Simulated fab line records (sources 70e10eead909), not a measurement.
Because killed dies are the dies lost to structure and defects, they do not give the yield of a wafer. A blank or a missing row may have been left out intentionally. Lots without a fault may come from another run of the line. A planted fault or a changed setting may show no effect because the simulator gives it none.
Which tool did it?	flow nand_harc	at 1 step of a route of 1302, 7 lots with 21 wafers sampled

WHAT EACH GAUGE READ, for each wafer
NHARC_P_START_INSPECT_01.
lot	measured	on	raw_defect_count
L433	day 2 06:03	defect_inspect-02	5 4 4
L435	day 3 02:02	defect_inspect-02	5 4 2
L444	day 6 20:02	defect_inspect-01	3 4 5
L446	day 7 16:02	defect_inspect-01	3 7 4
L449	day 8 22:02	defect_inspect-02	2 2 6
L452	day 10 04:02	defect_inspect-02	2 6 2
L454	day 11 00:03	defect_inspect-02	4 2 6

WHICH TOOL RAN EACH LOT (tool, then ch and the chambers of the sampled wafers, then the start)
Before these readings, the record contains no process step.

THE ANSWER, worked out from the rows above alone
Rule: usual is defined by the lots themselves. Put in order of their means at a reading, lots are off if they are a third of the lots or fewer, leave a main group of 4 or more, and stand apart from it by a gap of 3 or more times the standard deviation of the main group's means; of several such gaps the widest counts. If all means in a main group match to the digits the tables above print for the reading, that group is not used. A lot without any number at a reading at which 4 lots or more have one is off too. The other lots that the step has rows for count as sound.
No lot is off at any reading shown: from this, nothing can be told.

WHAT HAD BEEN PUT IN BY THE SIMULATOR
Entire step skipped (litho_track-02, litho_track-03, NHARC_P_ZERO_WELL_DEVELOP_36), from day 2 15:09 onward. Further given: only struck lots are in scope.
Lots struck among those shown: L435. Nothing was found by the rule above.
